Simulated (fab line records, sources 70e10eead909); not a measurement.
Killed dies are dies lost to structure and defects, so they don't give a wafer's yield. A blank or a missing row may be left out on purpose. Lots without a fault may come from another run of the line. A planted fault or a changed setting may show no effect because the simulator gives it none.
A struck lot beside a sound one | flow nand_harc | 15 steps out of a route of 1159
Sound: wafers L719.4, L719.5, L719.6. Struck: wafers L730.1, L730.2, L730.5. The cause comes at the end.
At each step with rows: each side's tool, then ch and its chambers, then its first start. Under that, the readings that differ: sound wafers | struck wafers | difference of the means | sigmas: that difference in standard deviations of wafers without a fault.
alike: readings whose means differ by less than 2 such deviations, and words and numbers that are the same on both sides. not compared: withheld readings, readings that some wafer has no value for, bounds like >300 that may hide the same value, and numbers for which the record gives no deviation and whose values overlap.
The two part at a step that has a row with sigmas, a row that says differs or no value, or rows on one side only. Numbers that don't overlap but have no deviation are shown without sigmas and don't part them. A reading that every wafer of one side lacks parts them only if that side has two wafers or more.

first, 3 steps without rows for these wafers: NHARC_P_GATE_EXPOSE_08 (exposes mask P HV); NHARC_P_GATE_PEB_09 (peb time 85 s); NHARC_P_GATE_DEVELOP_10 (time 70 s).
NHARC_P_GATE_CD_MEAS_11: target cd 1640 nm.
  sound on cd_sem-03 ch 0, day 5 05:37; struck on cd_sem-03 ch 0, day 7 16:54
  alike: cd_nm
then, 1 step without rows for these wafers: NHARC_P_GATE_HARDBAKE_12 (time 80 s).
NHARC_P_GATE_DESCUM_13: chemistry O2, time 3 s.
  sound on rie_diel-04 ch 0,2,3, day 5 05:49; struck on rie_diel-04 ch 2,3, day 7 17:04
  reading               | sound             | struck            | difference | sigmas
  oes_product_au (a.u.) | 0.998 1.001 0.993 | 1.014 1.014 1.010 | +0.015     | +2
  alike: chamber_pressure_mTorr, drypump_motor_current_A, rf_vpp_V, showerhead_plenum_p_Torr, throttle_valve_pct
  not compared: rf_hours_counter_h
then, 6 steps without rows for these wafers: NHARC_P_GATE_ETCH_14 (etches SiO2 in dHF, target depth 48.8 nm); NHARC_P_GATE_STRIP_15 (strips in SPM, time 780 s); NHARC_P_GATE_PRECLEAN_71 (cleans in SC1); NHARC_P_GATE_SRD_72; NHARC_P_GATE_OXIDE_16 (material SiO2, target thk 3 nm, ox time 392 s); NHARC_P_GATE_CVD_17 (deposits poly-Si, target thk 150 nm, time 900 s).
NHARC_P_GATE_HM_DEP_102: deposits aC, target thk 120 nm.
  sound on acl_dep-02 ch 0, day 5 18:17; struck on acl_dep-01 ch 0, day 8 11:50
  alike: throttle_valve_pct
NHARC_P_GATE_DEP_103: deposits SiON, target thk 30 nm.
  sound on pecvd-01 ch 0,1,2, day 5 18:54; struck on pecvd-02 ch 1,2, day 8 12:31
  alike: heater_power_w, rf_fwd_power_W
then, 1 step without rows for these wafers: NHARC_END_SORT_01.

WHERE THEY PART
Only at NHARC_P_GATE_DESCUM_13, within this record. Later steps at which nothing parts them and some readings are alike: NHARC_P_GATE_HM_DEP_102, NHARC_P_GATE_DEP_103.

WHY: what the simulator had put in
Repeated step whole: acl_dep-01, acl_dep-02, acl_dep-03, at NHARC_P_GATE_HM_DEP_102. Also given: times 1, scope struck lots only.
